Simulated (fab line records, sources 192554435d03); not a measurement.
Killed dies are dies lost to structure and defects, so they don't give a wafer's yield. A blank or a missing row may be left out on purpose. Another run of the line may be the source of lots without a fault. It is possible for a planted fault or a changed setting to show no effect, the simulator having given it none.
Chamber matching	flow n5_finfet	N5_BEOL_M8_STRIP_67 on rie_diel-02 has 4 sister chambers
The step strips in CF4. 4 wafers are shown with their chamber, then 7 later ones without.

WAFERS PAIRED WITH THEIR CHAMBERS
wafer	chamber	drypump_motor_current_A (A)
L086.1	2	5.8
L090.6	3	6.8
L092.1	0	5.8
L092.2	1	6.3

WAFERS WITHOUT THEIR CHAMBER
wafer	drypump_motor_current_A (A)
L092.5	6.8
L096.4	6.8
L096.5	5.8
L096.6	6.3
L097.2	5.9
L097.3	6.3
L097.6	5.8

THE CHAMBER EACH PASSED THROUGH
wafer	from the rows above	in truth
L092.5	3	3
L096.4	3	3
L096.5	can't be placed: 0 or 2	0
L096.6	1	1
L097.2	can't be placed: 0 or 2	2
L097.3	1	1
L097.6	can't be placed: 0 or 2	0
4 of 7 placed correctly. Cannot be placed on the basis of these rows: 3; the candidates contain the true chamber in 3. Number placed wrongly: 0.
How it was worked out, from the rows above alone: a wafer's distance from a chamber is the root of the sum, over the readings, of the square of ((its reading less the chamber's mean) divided by the reading's scatter). The wafer belongs to the nearest chamber; if the next one is less than 2 further off, it can't be placed. Each chamber's mean is taken over the wafers shown for it. The scatter (one wafer shown for each chamber): square how far every hidden wafer sits from the nearest shown wafer, average those squares and take the square root.
